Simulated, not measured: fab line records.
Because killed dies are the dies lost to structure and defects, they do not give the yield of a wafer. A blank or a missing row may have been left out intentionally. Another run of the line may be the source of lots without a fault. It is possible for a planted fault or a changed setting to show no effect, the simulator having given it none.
Chamber matching | flow n5 finfet | 3 sister chambers for N5_BEOL_M0_CO_CAP_123 on cvd co-02
The step material Co, precursor CCTBA/H2, target thk 2 nm, time 102.1 s. 6 wafers are shown with their chamber, then 12 later ones without.

== WAFERS WITH THEIR CHAMBER ==
wafer  | chamber | heater power w (W)
L085.6 | 2       | 203
L087.5 | 0       | 235
L087.6 | 1       | 310
L088.1 | 2       | 201
L088.3 | 0       | 234
L088.4 | 1       | 301

== WAFERS MISSING THEIR CHAMBER ==
wafer  | heater power w (W)
L089.1 | 232
L089.4 | 238
L089.5 | 202
L091.2 | 203
L091.3 | 302
L091.6 | 234
L092.1 | 300
L092.2 | 240
L092.3 | 201
L096.2 | 303
L096.4 | 308
L096.6 | 203

== WHICH CHAMBER EACH ONE RAN IN ==
wafer  | from the rows above | in truth
L089.1 | 0                   | 0
L089.4 | 0                   | 0
L089.5 | 2                   | 2
L091.2 | 2                   | 2
L091.3 | 1                   | 1
L091.6 | 0                   | 0
L092.1 | 1                   | 1
L092.2 | 0                   | 0
L092.3 | 2                   | 2
L096.2 | 1                   | 1
L096.4 | 1                   | 1
L096.6 | 2                   | 2
Correctly placed: 12 of 12. Left unplaced by these rows: 0. Placed wrongly: 0.
How it was worked out, from the rows above alone: a wafer's distance from a chamber is the root of the sum, over the readings, of the square of ((its reading less the chamber's mean) divided by the reading's scatter). The wafer belongs to the nearest chamber; if the next one is less than 2 further off, it can't be placed. A chamber's mean is the mean of its shown wafers. The scatter: the root of (the sum of the squares of (reading less its chamber's mean) over the shown wafers, divided by (wafers less chambers)).
